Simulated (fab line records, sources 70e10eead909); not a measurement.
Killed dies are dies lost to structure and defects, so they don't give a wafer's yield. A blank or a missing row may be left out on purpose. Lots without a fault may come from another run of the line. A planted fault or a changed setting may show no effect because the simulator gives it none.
Which tool did it? | flow nand_harc | 24 lots, 72 wafers sampled, at 6 steps of a route of 1302

WHAT THE GAUGES READ, wafer by wafer
The record holds no reading of a measuring or inspecting step that can be judged against a usual standard deviation.

WHICH TOOL RAN EACH LOT (tool, then ch and the chambers of the sampled wafers, then the start)
lot  | NHARC_A_STAIRCASE_DESCUM_270       | NHARC_A_STAIRCASE_DESCUM_291       | NHARC_A_STAIRCASE_ETCH_453                    | NHARC_A_STAIRCASE_ETCH_315                    | NHARC_A_STAIRCASE_DEP_322       | NHARC_A_STAIRCASE_DEP_325
L074 | rie_diel-08 ch 1,2,3, day 16 19:04 | rie_diel-09 ch 0,2, day 17 06:53   | rie_diel-09 ch 0,1, day 18 12:13 or earlier   | rie_diel-09 ch 0,1,2, day 18 12:13 or earlier | pecvd-04 ch 1,2, day 18 12:13   | pecvd-04 ch 0,1, day 18 20:38
L075 | rie_diel-09 ch 0,1,2, day 17 03:32 | rie_diel-08 ch 0,2,3, day 17 10:00 | rie_diel-04 ch 1,2,3, day 18 12:30 or earlier | rie_diel-04 ch 0,2,3, day 18 12:30 or earlier | pecvd-01 ch 0,1,2, day 18 12:30 | pecvd-02 ch 0,1,2, day 18 20:39
L077 | rie_diel-04 ch 0,2,3, day 17 07:55 | rie_diel-04 ch 0,1,2, day 17 13:47 | rie_diel-04 ch 1,2,3, day 18 19:54 or earlier | rie_diel-04 ch 0,1,2, day 18 19:54 or earlier | pecvd-02 ch 0,1, day 18 19:54   | pecvd-02 ch 1,2, day 19 04:22
L076 | rie_diel-04 ch 0,1,3, day 17 22:56 | rie_diel-08 ch 0,1,2, day 18 04:53 | rie_diel-08 ch 0,1, day 19 08:31 or earlier   | rie_diel-08 ch 0,3, day 19 08:31 or earlier   | pecvd-04 ch 0,1,2, day 19 08:31 | pecvd-04 ch 1,2, day 19 16:25
L079 | rie_diel-04 ch 0,1,3, day 18 11:52 | rie_diel-09 ch 1,2,3, day 18 17:37 | rie_diel-09 ch 1,2,3, day 20 03:29 or earlier | rie_diel-09 ch 1,3, day 20 03:29 or earlier   | pecvd-01 ch 0,1,2, day 20 03:29 | pecvd-04 ch 0,1, day 20 13:19
L078 | rie_diel-08 ch 0,1,2, day 18 12:11 | rie_diel-09 ch 1,2, day 18 18:04   | rie_diel-04 ch 0,1,2, day 20 11:54 or earlier | rie_diel-04 ch 0,1,2, day 20 11:54 or earlier | pecvd-01 ch 0,1, day 20 11:54   | pecvd-01 ch 0,2, day 20 20:34
L080 | rie_diel-09 ch 1,2, day 18 13:43   | rie_diel-04 ch 0,1, day 18 19:25   | rie_diel-04 ch 0,2,3, day 20 11:44 or earlier | rie_diel-04 ch 1,2,3, day 20 11:44 or earlier | pecvd-04 ch 0,2, day 20 11:44   | pecvd-04 ch 0,2, day 20 20:34
L081 | rie_diel-04 ch 0,2,3, day 18 15:34 | rie_diel-09 ch 1,2,3, day 18 23:34 | rie_diel-08 ch 1,2, day 20 11:36 or earlier   | rie_diel-08 ch 0,2, day 20 11:36 or earlier   | pecvd-02 ch 0,1, day 20 11:36   | pecvd-02 ch 0,1, day 20 20:34
L082 | rie_diel-09 ch 0,2,3, day 20 05:05 | rie_diel-09 ch 0,1,2, day 20 13:10 | rie_diel-04 ch 0,2,3, day 21 18:11 or earlier | rie_diel-04 ch 0,1,2, day 21 18:11 or earlier | pecvd-04 ch 0,1,2, day 21 18:11 | pecvd-02 ch 0,1,2, day 22 02:28
L083 | rie_diel-04 ch 0,2,3, day 20 07:05 | rie_diel-04 ch 0,1, day 20 14:39   | rie_diel-04 ch 2,3, day 21 18:20 or earlier   | rie_diel-04 ch 0,3, day 21 18:20 or earlier   | pecvd-02 ch 0,1,2, day 21 18:20 | pecvd-01 ch 0,1, day 22 02:39
L084 | rie_diel-08 ch 0,1, day 20 14:22   | rie_diel-08 ch 1,2, day 20 22:11   | rie_diel-09 ch 0,1,2, day 22 05:34 or earlier | rie_diel-09 ch 1,3, day 22 05:34 or earlier   | pecvd-04 ch 0,1, day 22 05:34   | pecvd-04 ch 1,2, day 22 14:31
L085 | rie_diel-08 ch 0,1,3, day 21 00:05 | rie_diel-04 ch 1,2, day 21 05:55   | rie_diel-09 ch 0,1, day 22 11:23 or earlier   | rie_diel-09 ch 0,1,3, day 22 11:23 or earlier | pecvd-04 ch 0,2, day 22 11:23   | pecvd-04 ch 0,1,2, day 22 19:19
L086 | rie_diel-08 ch 0,1,3, day 22 00:52 | rie_diel-04 ch 0,2,3, day 22 08:06 | rie_diel-08 ch 2,3, day 23 13:33 or earlier   | rie_diel-08 ch 1,3, day 23 13:33 or earlier   | pecvd-01 ch 0,1, day 23 13:33   | pecvd-01 ch 1,2, day 23 20:50
L089 | rie_diel-09 ch 1,3, day 22 18:08   | rie_diel-09 ch 0,3, day 23 00:02   | rie_diel-09 ch 0,1,2, day 24 07:10 or earlier | rie_diel-09 ch 0,1, day 24 07:10 or earlier   | pecvd-01 ch 0,1,2, day 24 07:10 | pecvd-02 ch 0,1,2, day 24 15:31
L088 | rie_diel-08 ch 0,1, day 22 18:26   | rie_diel-08 ch 0,3, day 23 00:20   | rie_diel-08 ch 0,2,3, day 24 07:07 or earlier | rie_diel-08 ch 0,3, day 24 07:07 or earlier   | pecvd-04 ch 1,2, day 24 07:07   | pecvd-01 ch 0,1,2, day 24 15:37
L087 | rie_diel-09 ch 1,2,3, day 22 20:54 | rie_diel-04 ch 0,1, day 23 02:48   | rie_diel-09 ch 0,2,3, day 24 14:10 or earlier | rie_diel-09 ch 0,3, day 24 14:10 or earlier   | pecvd-02 ch 0,1,2, day 24 14:10 | pecvd-02 ch 0,2, day 24 21:43
L090 | rie_diel-09 ch 1,3, day 23 01:55   | rie_diel-08 ch 1,2, day 23 11:05   | rie_diel-04 ch 1,2,3, day 24 14:10 or earlier | rie_diel-04 ch 1,2,3, day 24 14:10 or earlier | pecvd-01 ch 0,1, day 24 14:10   | pecvd-01 ch 0,1, day 24 21:29
L091 | rie_diel-09 ch 0,1,2, day 23 18:17 | rie_diel-04 ch 0,1,2, day 24 03:13 | rie_diel-08 ch 0,1,2, day 25 10:00 or earlier | rie_diel-08 ch 1,2,3, day 25 10:00 or earlier | pecvd-02 ch 0,1, day 25 10:00   | pecvd-01 ch 0,1,2, day 25 17:47
L092 | rie_diel-09 ch 1,3, day 24 02:43   | rie_diel-08 ch 0,1, day 24 11:40   | rie_diel-04 ch 0,1,2, day 25 19:50 or earlier | rie_diel-04 ch 2,3, day 25 19:50 or earlier   | pecvd-01 ch 0,1,2, day 25 19:50 | pecvd-04 ch 0,1,2, day 26 07:23
L093 | rie_diel-09 ch 0,1, day 24 07:59   | rie_diel-09 ch 0,1,2, day 24 16:44 | rie_diel-08 ch 0,2, day 25 20:00 or earlier   | rie_diel-08 ch 0,1, day 25 20:00 or earlier   | pecvd-04 ch 0,1,2, day 25 20:00 | pecvd-02 ch 0,1, day 26 07:17
L094 | rie_diel-04 ch 0,1,3, day 24 08:08 | rie_diel-08 ch 0,1,3, day 24 16:53 | rie_diel-04 ch 0,2,3, day 26 07:08 or earlier | rie_diel-04 ch 0,2,3, day 26 07:08 or earlier | pecvd-01 ch 0,2, day 26 07:08   | pecvd-04 ch 0,1, day 26 16:47
L095 | rie_diel-09 ch 0,1,3, day 25 06:44 | rie_diel-04 ch 1,2,3, day 25 13:30 | rie_diel-04 ch 0,2,3, day 26 19:23 or earlier | rie_diel-04 ch 1,2,3, day 26 19:23 or earlier | pecvd-04 ch 0,1,2, day 26 19:23 | pecvd-04 ch 0,1,2, day 27 03:29
L096 | rie_diel-04 ch 0,2, day 26 01:48   | rie_diel-08 ch 0,1, day 26 07:34   | rie_diel-09 ch 1,2, day 27 14:23 or earlier   | rie_diel-09 ch 0,1, day 27 14:23 or earlier   | pecvd-02 ch 0,1, day 27 14:23   | pecvd-02 ch 1,2, day 27 22:54
L097 | rie_diel-08 ch 0,2, day 26 15:32   | rie_diel-09 ch 1,2,3, day 26 21:29 | rie_diel-08 ch 0,3, day 28 01:49 or earlier   | rie_diel-08 ch 1,3, day 28 01:49 or earlier   | pecvd-02 ch 1,2, day 28 01:49   | pecvd-01 ch 0,1, day 28 10:25
- NHARC_A_STAIRCASE_DESCUM_270: chemistry O2, time 3 s.
- NHARC_A_STAIRCASE_DESCUM_291: chemistry O2, time 3 s.
- NHARC_A_STAIRCASE_ETCH_453: etches the open film in CF4/O2, target depth 30 nm, overetch 3 nm, time 16.5 s.
- NHARC_A_STAIRCASE_ETCH_315: etches the open film in C4F8/O2/Ar, target depth 2500 nm, time 607.1 s.
- NHARC_A_STAIRCASE_DEP_322: deposits SiO2, target thk 7200 nm.
- NHARC_A_STAIRCASE_DEP_325: deposits SiO2, target thk 7200 nm.

WHAT THE TOOLS THEMSELVES READ (means of the sampled wafers that have a number; where no wafer has one, the mark that the record gives instead)
NHARC_A_STAIRCASE_DESCUM_270. Usual: drypump_motor_current_A 5.6 A, standard deviation 0.46; oes_product_au 1.001 a.u., standard deviation 0.0077; rf_vpp_V 57.8 V, standard deviation 0.89; showerhead_plenum_p_Torr 1.93 Torr, standard deviation 0.089; throttle_valve_pct 11.311 %, standard deviation 0.0087.
lot  | tool        | drypump_motor_current_A (A) | oes_product_au (a.u.) | rf_vpp_V (V) | showerhead_plenum_p_Torr (Torr) | throttle_valve_pct (%) | flag
L074 | rie_diel-08 | 5.5                         | 0.998                 | 57.5         | 1.94                            | 11.314                 |
L075 | rie_diel-09 | 5.4                         | 0.997                 | 57.9         | 1.91                            | 11.312                 |
L077 | rie_diel-04 | 5.7                         | 0.994                 | 57.5         | 1.94                            | 11.305                 |
L076 | rie_diel-04 | 5.5                         | 1.002                 | 58.0         | 1.99                            | 11.306                 |
L079 | rie_diel-04 | 5.5                         | 1.005                 | 57.9         | 1.99                            | 11.304                 |
L078 | rie_diel-08 | 5.5                         | 0.994                 | 58.9         | 1.90                            | 11.311                 |
L080 | rie_diel-09 | 5.1                         | 1.007                 | 58.4         | 1.94                            | 11.317                 |
L081 | rie_diel-04 | 5.7                         | 1.001                 | 58.2         | 1.93                            | 11.306                 |
L082 | rie_diel-09 | 5.7                         | 1.003                 | 58.0         | 1.92                            | 11.309                 |
L083 | rie_diel-04 | 5.7                         | 1.007                 | 57.8         | 1.93                            | 11.314                 |
L084 | rie_diel-08 | 5.9                         | 1.009                 | 56.9         | 1.98                            | 11.303                 |
L085 | rie_diel-08 | 5.5                         | 1.004                 | 58.1         | 1.93                            | 11.309                 |
L086 | rie_diel-08 | 5.5                         | 0.998                 | 58.0         | 1.93                            | 11.319                 |
L089 | rie_diel-09 | 5.8                         | 0.998                 | 58.1         | 1.93                            | 11.310                 |
L088 | rie_diel-08 | 5.6                         | 0.996                 | 57.7         | 1.89                            | 11.313                 |
L087 | rie_diel-09 | 5.6                         | 1.009                 | 57.1         | 1.94                            | 11.318                 |
L090 | rie_diel-09 | 6.2                         | 1.008                 | 57.9         | 1.95                            | 11.314                 |
L091 | rie_diel-09 | 5.4                         | 1.004                 | 58.1         | 1.90                            | 11.315                 |
L092 | rie_diel-09 | 5.9                         | 0.996                 | 58.0         | 1.93                            | 11.312                 |
L093 | rie_diel-09 | 5.7                         | 0.997                 | 57.5         | 1.88                            | 11.300                 |
L094 | rie_diel-04 | 5.5                         | 1.008                 | 57.6         | 1.98                            | 11.308                 |
L095 | rie_diel-09 | 6.0                         | 0.998                 | 58.2         | 1.90                            | 11.309                 |
L096 | rie_diel-04 | 5.6                         | 1.006                 | 56.7         | 1.86                            | 11.316                 |
L097 | rie_diel-08 | 5.3                         | 0.998                 | 56.7         | 1.80                            | 11.316                 |

NHARC_A_STAIRCASE_DESCUM_291. Usual: drypump_motor_current_A 5.5 A, standard deviation 0.43; oes_product_au 1.000 a.u., standard deviation 0.0071; rf_vpp_V 57.8 V, standard deviation 1; showerhead_plenum_p_Torr 1.92 Torr, standard deviation 0.089; throttle_valve_pct 11.311 %, standard deviation 0.0084.
lot  | tool        | drypump_motor_current_A (A) | oes_product_au (a.u.) | rf_vpp_V (V) | showerhead_plenum_p_Torr (Torr) | throttle_valve_pct (%) | flag
L074 | rie_diel-09 | 5.2                         | 1.000                 | 57.5         | 1.92                            | 11.317                 |
L075 | rie_diel-08 | 5.3                         | 1.000                 | 57.7         | 1.85                            | 11.313                 |
L077 | rie_diel-04 | 5.4                         | 1.005                 | 57.7         | 1.93                            | 11.306                 |
L076 | rie_diel-08 | 5.5                         | 0.994                 | 57.0         | 1.90                            | 11.306                 |
L079 | rie_diel-09 | 5.6                         | 1.006                 | 58.1         | 1.95                            | 11.310                 |
L078 | rie_diel-09 | 5.1                         | 0.998                 | 57.7         | 1.94                            | 11.317                 |
L080 | rie_diel-04 | 5.4                         | 1.004                 | 58.0         | 1.92                            | 11.307                 |
L081 | rie_diel-09 | 5.7                         | 1.006                 | 57.2         | 1.95                            | 11.312                 |
L082 | rie_diel-09 | 5.4                         | 0.999                 | 58.3         | 1.90                            | 11.300                 |
L083 | rie_diel-04 | 5.4                         | 1.009                 | 58.3         | 1.92                            | 11.311                 |
L084 | rie_diel-08 | 5.5                         | 1.007                 | 58.8         | 1.90                            | 11.322                 |
L085 | rie_diel-04 | 5.1                         | 1.001                 | 57.7         | 1.99                            | 11.300                 |
L086 | rie_diel-04 | 5.7                         | 0.993                 | 58.0         | 1.93                            | 11.316                 |
L089 | rie_diel-09 | 6.0                         | 1.006                 | 58.2         | 1.88                            | 11.307                 |
L088 | rie_diel-08 | 5.3                         | 1.002                 | 57.2         | 1.83                            | 11.308                 |
L087 | rie_diel-04 | 5.1                         | 1.004                 | 57.3         | 1.97                            | 11.314                 |
L090 | rie_diel-08 | 5.5                         | 1.002                 | 57.9         | 1.89                            | 11.308                 |
L091 | rie_diel-04 | 5.3                         | 0.997                 | 57.4         | 1.92                            | 11.307                 |
L092 | rie_diel-08 | 5.8                         | 1.002                 | 58.0         | 1.97                            | 11.317                 |
L093 | rie_diel-09 | 5.4                         | 1.004                 | 57.9         | 1.89                            | 11.316                 |
L094 | rie_diel-08 | 5.5                         | 0.995                 | 57.7         | 1.92                            | 11.304                 |
L095 | rie_diel-04 | 5.4                         | 0.995                 | 58.0         | 1.98                            | 11.310                 |
L096 | rie_diel-08 | 5.6                         | 0.994                 | 57.4         | 1.88                            | 11.310                 |
L097 | rie_diel-09 | 5.6                         | 1.002                 | 57.6         | 1.93                            | 11.313                 |

NHARC_A_STAIRCASE_ETCH_453. Usual: drypump_motor_current_A 5.5 A, standard deviation 0.43; oes_product_au 1.001 a.u., standard deviation 0.0082; rf_vpp_V 198.1 V, standard deviation 1.5; showerhead_plenum_p_Torr 1.35 Torr, standard deviation 0.063; throttle_valve_pct 13.396 %, standard deviation 0.0093.
lot  | tool        | drypump_motor_current_A (A) | oes_product_au (a.u.) | rf_vpp_V (V) | showerhead_plenum_p_Torr (Torr) | throttle_valve_pct (%) | flag
L074 | rie_diel-09 | 5.7                         | 0.997                 | 197.7        | 1.31                            | 13.389                 |
L075 | rie_diel-04 | 5.4                         | 1.000                 | 199.5        | 1.40                            | 13.387                 |
L077 | rie_diel-04 | 5.4                         | 0.998                 | 199.8        | 1.40                            | 13.387                 |
L076 | rie_diel-08 | 5.6                         | 1.006                 | 197.6        | 1.33                            | 13.397                 |
L079 | rie_diel-09 | 5.6                         | 1.001                 | 197.3        | 1.36                            | 13.398                 |
L078 | rie_diel-04 | 5.4                         | 0.997                 | 198.3        | 1.34                            | 13.380                 |
L080 | rie_diel-04 | 5.7                         | 1.007                 | 198.8        | 1.35                            | 13.405                 |
L081 | rie_diel-08 | 5.5                         | 0.997                 | 197.5        | 1.33                            | 13.390                 |
L082 | rie_diel-04 | 5.7                         | 0.999                 | 198.3        | 1.35                            | 13.389                 |
L083 | rie_diel-04 | 5.8                         | 0.997                 | 198.9        | 1.40                            | 13.404                 |
L084 | rie_diel-09 | 5.4                         | 0.995                 | 198.3        | 1.33                            | 13.406                 |
L085 | rie_diel-09 | 5.7                         | 0.992                 | 197.5        | 1.30                            | 13.394                 |
L086 | rie_diel-08 | 5.2                         | 0.994                 | 197.3        | 1.28                            | 13.397                 |
L089 | rie_diel-09 | 5.4                         | 0.995                 | 198.3        | 1.32                            | 13.398                 |
L088 | rie_diel-08 | 5.3                         | 0.998                 | 196.0        | 1.28                            | 13.393                 |
L087 | rie_diel-09 | 5.7                         | 1.004                 | 197.8        | 1.33                            | 13.392                 |
L090 | rie_diel-04 | 5.4                         | 1.007                 | 198.2        | 1.39                            | 13.394                 |
L091 | rie_diel-08 | 5.5                         | 1.008                 | 197.4        | 1.32                            | 13.397                 |
L092 | rie_diel-04 | 5.3                         | 1.009                 | 197.8        | 1.34                            | 13.399                 |
L093 | rie_diel-08 | 5.4                         | 1.000                 | 196.5        | 1.26                            | 13.403                 |
L094 | rie_diel-04 | 5.7                         | 1.002                 | 199.2        | 1.34                            | 13.402                 |
L095 | rie_diel-04 | 5.7                         | 1.012                 | 197.7        | 1.34                            | 13.392                 |
L096 | rie_diel-09 | 5.3                         | 0.993                 | 197.3        | 1.34                            | 13.404                 |
L097 | rie_diel-08 | 5.3                         | 0.989                 | 197.9        | 1.30                            | 13.400                 |

NHARC_A_STAIRCASE_ETCH_315. Usual: oes_product_au 0.932 a.u., standard deviation 0.0079; rf_vpp_V 1829 V, standard deviation 12.
lot  | tool        | oes_product_au (a.u.) | rf_vpp_V (V) | flag
L074 | rie_diel-09 | 0.933                 | 1826         |
L075 | rie_diel-04 | 0.929                 | 1830         |
L077 | rie_diel-04 | 0.937                 | 1828         |
L076 | rie_diel-08 | 0.930                 | 1823         |
L079 | rie_diel-09 | 0.929                 | 1833         |
L078 | rie_diel-04 | 0.923                 | 1828         |
L080 | rie_diel-04 | 0.939                 | 1837         |
L081 | rie_diel-08 | 0.918                 | 1814         |
L082 | rie_diel-04 | 0.935                 | 1828         |
L083 | rie_diel-04 | 0.930                 | 1836         |
L084 | rie_diel-09 | 0.933                 | 1833         |
L085 | rie_diel-09 | 0.937                 | 1827         |
L086 | rie_diel-08 | 0.941                 | 1832         |
L089 | rie_diel-09 | 0.932                 | 1820         |
L088 | rie_diel-08 | 0.920                 | 1817         |
L087 | rie_diel-09 | 0.924                 | 1829         |
L090 | rie_diel-04 | 0.941                 | 1836         |
L091 | rie_diel-08 | 0.944                 | 1827         |
L092 | rie_diel-04 | 0.927                 | 1829         |
L093 | rie_diel-08 | 0.937                 | 1823         |
L094 | rie_diel-04 | 0.932                 | 1828         |
L095 | rie_diel-04 | 0.927                 | 1836         |
L096 | rie_diel-09 | 0.937                 | 1819         |
L097 | rie_diel-08 | 0.930                 | 1837         |

NHARC_A_STAIRCASE_DEP_322. Usual: heater_power_w 676 W, standard deviation 110.
lot  | tool     | heater_power_w (W) | flag
L074 | pecvd-04 | 743                |
L075 | pecvd-01 | 650                |
L077 | pecvd-02 | 661                |
L076 | pecvd-04 | 659                |
L079 | pecvd-01 | 701                |
L078 | pecvd-01 | 658                |
L080 | pecvd-04 | 617                |
L081 | pecvd-02 | 637                |
L082 | pecvd-04 | 769                |
L083 | pecvd-02 | 637                |
L084 | pecvd-04 | 811                |
L085 | pecvd-04 | 619                |
L086 | pecvd-01 | 643                |
L089 | pecvd-01 | 673                |
L088 | pecvd-04 | 749                |
L087 | pecvd-02 | 619                |
L090 | pecvd-01 | 601                |
L091 | pecvd-02 | 682                |
L092 | pecvd-01 | 628                |
L093 | pecvd-04 | 730                |
L094 | pecvd-01 | 631                |
L095 | pecvd-04 | 819                |
L096 | pecvd-02 | 695                |
L097 | pecvd-02 | 589                |

NHARC_A_STAIRCASE_DEP_325. Usual: heater_power_w 666 W, standard deviation 110.
lot  | tool     | heater_power_w (W) | flag
L074 | pecvd-04 | 853                |
L075 | pecvd-02 | 608                |
L077 | pecvd-02 | 604                |
L076 | pecvd-04 | 623                |
L079 | pecvd-04 | 838                |
L078 | pecvd-01 | 702                |
L080 | pecvd-04 | 579                |
L081 | pecvd-02 | 648                |
L082 | pecvd-02 | 657                |
L083 | pecvd-01 | 597                |
L084 | pecvd-04 | 632                |
L085 | pecvd-04 | 688                |
L086 | pecvd-01 | 693                |
L089 | pecvd-02 | 626                |
L088 | pecvd-01 | 626                |
L087 | pecvd-02 | 649                |
L090 | pecvd-01 | 574                |
L091 | pecvd-01 | 661                |
L092 | pecvd-04 | 691                |
L093 | pecvd-02 | 700                |
L094 | pecvd-04 | 786                |
L095 | pecvd-04 | 781                |
L096 | pecvd-02 | 630                |
L097 | pecvd-01 | 555                |

THE ANSWER, worked out from the rows above alone
Rule: a lot is off if the mean of its wafers that have a number lies more than 3 standard deviations from the usual mean. A lot without any number at a reading at which 4 lots or more have one is off too. The other lots that the step has rows for count as sound. The gauges are gone through in route order, then the tools' own readings, and for those a lot's mean is taken as printed above. The first step at which some lot is off is used, and at that step the reading that is off furthest; a lot without a number counts as furthest.
No lot is off at any reading shown: from this, nothing can be told.

WHAT THE SIMULATOR HAD PUT IN
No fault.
